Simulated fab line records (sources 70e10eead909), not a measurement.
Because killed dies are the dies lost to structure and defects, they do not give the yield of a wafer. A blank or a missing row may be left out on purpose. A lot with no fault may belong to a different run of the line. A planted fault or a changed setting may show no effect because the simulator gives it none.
Matching of chambers    flow nandHarc    NHARC_A_M1_DEP_33 on pecvd-01: 3 sister chambers
The step deposits SiCN, target thk 30 nm. 6 wafers are shown with their chamber, then 7 later ones without.

== EACH WAFER AND ITS CHAMBER ==
wafer   chamber  heaterPowerW (W)  susceptorTempC (C)
L082.3  2        730               370.00
L084.5  1        614               369.79
L087.2  1        699               370.04
L087.4  0        761               369.59
L091.1  2        681               370.36
L091.3  0        711               370.29

== WAFERS MISSING THEIR CHAMBER ==
wafer   heaterPowerW (W)  susceptorTempC (C)
L091.6  715               370.19
L092.1  701               370.01
L092.2  640               369.76
L092.3  698               370.22
L094.1  609               370.09
L094.4  596               370.06
L094.6  646               370.22

== EACH ONE'S CHAMBER ==
wafer   from the rows above           in truth
L091.6  can't be placed: 2 or 0 or 1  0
L092.1  can't be placed: 2 or 0 or 1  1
L092.2  can't be placed: 1 or 2 or 0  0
L092.3  can't be placed: 2 or 0 or 1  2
L094.1  can't be placed: 1 or 2 or 0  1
L094.4  can't be placed: 1 or 2 or 0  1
L094.6  can't be placed: 1 or 2 or 0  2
0 of 7 placed correctly. Not placeable from these rows: 7 (in 7, the candidates include the true chamber). 0 placed wrongly.
How it was worked out, from the rows above alone: a wafer's distance from a chamber is the root of the sum, over the readings, of the square of ((its reading less the chamber's mean) divided by the reading's scatter). The wafer belongs to the nearest chamber; if the next one is less than 2 further off, it can't be placed. The mean given for a chamber averages the wafers shown for that chamber. The scatter is the square root of a quotient: the sum, over the shown wafers, of each reading's squared deviation from its chamber's mean, divided by wafers minus chambers.
